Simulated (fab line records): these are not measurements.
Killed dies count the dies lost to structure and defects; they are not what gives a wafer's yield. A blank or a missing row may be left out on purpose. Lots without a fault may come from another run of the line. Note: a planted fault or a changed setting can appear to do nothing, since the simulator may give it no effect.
A lot that was struck, set against a sound lot ; flow nand harc ; 14 steps out of a route of 1302
Sound: wafers L984.1, L984.3, L984.4. Struck: wafer L990.5. (L990.1, L990.3 of the same lot were not struck and are left out.) The cause comes at the end.
Each step with rows lists, per side, the tool, then ch with its chambers, then its first start. Under that, the readings that differ: sound wafers ; struck wafers ; difference of the means ; sigmas: that difference in standard deviations of wafers without a fault.
alike: readings with means less than 2 such deviations apart, plus words and numbers identical on both sides. not compared: withheld readings, readings lacking a value on some wafer, bounds such as >300 that could conceal the same value, and numbers that have no deviation in the record and whose values overlap.
Wherever a step has rows on one side only, a row that says differs or no value, or a row with sigmas, the two part there. Numbers that have no deviation but don't overlap get no sigmas and don't part them. Lack of a reading on every wafer of one side parts them only where that side has two or more wafers.

first, 7 steps without rows for these wafers: NHARC_A_CONTACT_COAT_35 (time 65 s); NHARC_A_CONTACT_COAT_36 (resist thk 90 nm); NHARC_A_CONTACT_SOFTBAKE_37 (time 55 s); NHARC_A_CONTACT_EBR_38; NHARC_A_CONTACT_EXPOSE_39 (exposes mask A CC 3); NHARC_A_CONTACT_PEB_40 (peb time 65 s); NHARC_A_CONTACT_DEVELOP_41 (develop time 35 s).
NHARC_A_CONTACT_CD_MEAS_42 targets a cd of 300 nm.
  sound on cd sem-03 ch 0, day 23 03:10; struck on cd sem-01 ch 0, day 26 08:55
  alike: cd nm
NHARC_A_CONTACT_OVL_MEAS_43:
  sound on overlay-01, day 23 03:16; struck on overlay-02, day 26 09:00
reading;sound;struck;difference;sigmas
overlay x nm (nm);-0.9 -1.2 -0.9;1.7;+2.7;+3
  alike: overlay y nm
NHARC_A_CONTACT_INSPECT_44:
  sound on defect inspect-02, day 23 03:18; struck on defect inspect-02, day 26 09:02
  alike: raw defect count
NHARC_A_CONTACT_DESCUM_47: chemistry O2, time 3 s.
  sound on rie diel-13 ch 0,1,3, day 23 03:26; struck on rie diel-03 ch 0, day 26 09:46
  alike: drypump motor current A, oes product au, rf vpp V, showerhead plenum p Torr, throttle valve pct
  not compared: rf hours counter h
NHARC_A_CONTACT_ETCH_48: etches the open film in CF4, target depth 39 nm, time 65 s.
  sound on rie diel-13 ch 0,1,3, day 23 03:31; struck on rie diel-03 ch 1, day 26 09:50
reading;sound;struck;difference;sigmas
throttle valve pct (%);13.303 13.269 13.272;13.300;+0.019;+2
  alike: cf4 flow sccm, drypump motor current A, oes product au, rf vpp V, run length s, showerhead plenum p Torr
  not compared: rf hours counter h
NHARC_A_CONTACT_ETCH_49: etches the open film in N2/H2, target depth 260 nm, time 475.3 s.
  sound on rie diel-13 ch 0,1,2, day 23 03:38; struck on rie diel-03 ch 2, day 26 09:55
reading;sound;struck;difference;sigmas
drypump motor current A (A);5.3 5.1 5.0;6.0;+0.9;+2
oes product au (a.u.);0.986 0.984 0.990;1.016;+0.029;+3
run length s (s);496.6 496.7 496.1;525.8;+29.3;+62
throttle valve pct (%);14.153 14.177 14.183;14.196;+0.025;+3
  alike: rf vpp V, showerhead plenum p Torr
  not compared: rf hours counter h
NHARC_A_CONTACT_ETCH_50: etches the open film in CF4/CHF3, target depth 121 nm, time 60.5 s.
  sound: rie diel-13 ch 1,2,3; struck: rie diel-03 ch 1
  alike: cf4 flow sccm, drypump motor current A, oes product au, rf vpp V, run length s, showerhead plenum p Torr, throttle valve pct
  not compared: rf hours counter h

WHERE THEY PART
Last at NHARC_A_CONTACT_ETCH_49 as far as this record goes, first at NHARC_A_CONTACT_OVL_MEAS_43. Later steps at which nothing parts them and some readings are alike: NHARC_A_CONTACT_ETCH_50.

WHY: the cause the simulator had injected
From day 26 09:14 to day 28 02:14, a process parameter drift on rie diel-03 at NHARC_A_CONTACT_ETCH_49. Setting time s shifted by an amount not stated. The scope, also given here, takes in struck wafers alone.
